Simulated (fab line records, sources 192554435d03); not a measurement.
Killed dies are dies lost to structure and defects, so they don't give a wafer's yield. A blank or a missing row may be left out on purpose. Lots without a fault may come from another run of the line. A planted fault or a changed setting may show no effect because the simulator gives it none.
Split-lot experiment | flow n5_finfet | 7 lots, 39 wafers read, on a route of 1938 steps

THE SPLIT
At N5_BEOL_M2_ILD_DEP_00 (deposits SiOC from DEMS/O2, target thk 79 nm, time 15.3 s), the setting time_s was moved away from the recipe's 15.3 s on 12 of the 39 wafers read, by -55.6% to +45.8%. The other wafers ran this setting at the recipe's value.

The file shows no step between the split and the reading.

THE READING
M2_ILD_THK, in nm, at N5_BEOL_M2_THK_MEAS_01. Fault-free wafers of this fab line usually give 79.1 nm, standard deviation 1 nm.

wafer  | tool, chamber at the split | time_s as run, s | against the recipe | M2_ILD_THK, nm | against lot-mates on the recipe
L077.1 | pecvd-04, 0,2              | 15.3             | recipe             | 79.1           | -
L077.2 | pecvd-04, 1                | 22.31            | +45.8%             | 113.4          | +33.7
L077.3 | pecvd-04, 0,2              | 15.3             | recipe             | 79.0           | -
L077.4 | pecvd-04, 0                | 22.31            | +45.8%             | 115.5          | +35.8
L077.5 | pecvd-04, 2                | 15.3             | recipe             | 81.0           | -
L077.6 | pecvd-04, 1                | 22.31            | +45.8%             | 115.7          | +36.0
L079.2 | pecvd-04, 0                | 15.3             | recipe             | 78.2           | -
L079.3 | pecvd-04, 2                | 15.3             | recipe             | 78.8           | -
L079.6 | pecvd-04, 2                | 15.3             | recipe             | 80.9           | -
L084.1 | pecvd-04, 2                | 15.3             | recipe             | 77.0           | -
L084.2 | pecvd-04, 0,2              | 15.3             | recipe             | 78.3           | -
L084.3 | pecvd-04, 0                | 15.3             | recipe             | 79.6           | -
L084.4 | pecvd-04, 0,2              | 15.3             | recipe             | 78.3           | -
L084.5 | pecvd-04, 0                | 15.3             | recipe             | 79.7           | -
L084.6 | pecvd-04, 2                | 15.3             | recipe             | 78.7           | -
L091.1 | pecvd-04, 2                | 15.3             | recipe             | 77.5           | -
L091.2 | pecvd-04, 0                | 15.3             | recipe             | 78.2           | -
L091.3 | pecvd-04, 1                | 15.3             | recipe             | 77.6           | -
L091.4 | pecvd-04, 2                | 10.63            | -30.5%             | 54.2           | -23.6
L091.5 | pecvd-04, 1                | 10.63            | -30.5%             | 55.4           | -22.4
L091.6 | pecvd-04, 0                | 10.63            | -30.5%             | 54.9           | -22.9
L088.1 | pecvd-02, 0                | 15.3             | recipe             | 77.4           | -
L088.2 | pecvd-02, 1                | 15.3             | recipe             | 77.2           | -
L088.3 | pecvd-02, 2                | 15.3             | recipe             | 79.9           | -
L088.4 | pecvd-02, 1                | 15.3             | recipe             | 78.4           | -
L088.5 | pecvd-02, 0                | 15.3             | recipe             | 80.2           | -
L088.6 | pecvd-02, 2                | 15.3             | recipe             | 81.5           | -
L090.1 | pecvd-01, 0                | 15.3             | recipe             | 77.6           | -
L090.2 | pecvd-01, 1                | 6.786            | -55.6%             | 35.6           | -43.3
L090.3 | pecvd-01, 1                | 15.3             | recipe             | 79.0           | -
L090.4 | pecvd-01, 0                | 6.786            | -55.6%             | 35.8           | -43.1
L090.5 | pecvd-01, 0                | 15.3             | recipe             | 80.1           | -
L090.6 | pecvd-01, 1                | 6.786            | -55.6%             | 36.0           | -42.9
L096.1 | pecvd-04, 0                | 15.3             | recipe             | 78.4           | -
L096.2 | pecvd-04, 2                | 21.3             | +39.2%             | 109.4          | +30.1
L096.3 | pecvd-04, 1                | 15.3             | recipe             | 79.8           | -
L096.4 | pecvd-04, 0                | 15.3             | recipe             | 79.6           | -
L096.5 | pecvd-04, 2                | 21.3             | +39.2%             | 110.4          | +31.1
L096.6 | pecvd-04, 1                | 21.3             | +39.2%             | 111.3          | +32.0
Where a row lists several chambers, the file gives one row for several wafers and doesn't say which wafer went through which chamber.

THE FIT
A straight line over all 39 wafers: M2_ILD_THK changes by +0.785 nm for each +1% of time_s; r = +1.00; the points scatter about the line by 1.1 nm.
The same after taking each lot's own level away (the mean of its wafers on the recipe; 39 wafers): +0.774 nm for each +1%; r = +1.00; scatter 1 nm.
On that fit, the largest move of time_s shifts the reading by 43 nm.
The lots' own levels span 77.77 to 79.70 nm, that is 1.9 times the standard deviation above.
So the lot-to-lot level changes the slope little: the two slopes agree.
Check: with one of the wafers moved furthest among these (-55.6%) left out of the fit, the line predicts -42.9 nm for it against its lot-mates. It came out at -43.3 nm against them.

OTHER SPLITS ON THESE WAFERS
These wafers also went through other splits before the reading. Each is held against what the fit with the lots' levels taken away leaves over:
other split on the same wafers          | wafers away from the commonest value | r with M2_ILD_THK (lot level and that fit taken away)
N5_SPACER0_ALD_07 target_thk_a          | 12                                   | +0.36
N5_MOL_CONTACT_COAG_ETCHBACK_135 time_s | 12                                   | -0.03

THE WHOLE CHAIN: every reading that the file lists as answering this split, in the file's order
step                   | what it does                                              | reading                                                                            | change (the file's fit)               | r (the file's)
N5_BEOL_M2_ILD_DEP_00  | deposits SiOC from DEMS/O2, target thk 79 nm, time 15.3 s | SiOC_of_BEOL_M2_ILD_DEP_00.thk_nm (the simulator's own value, which no gauge read) | +0.774 nm for each +1% of the setting | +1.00
N5_BEOL_M2_THK_MEAS_01 |                                                           | M2_ILD_THK                                                                         | +0.773 for each +1% of the setting    | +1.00

THE FILE'S OWN FIT
M2_ILD_THK changes by +0.773 nm for each +1% of time_s, r = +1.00.
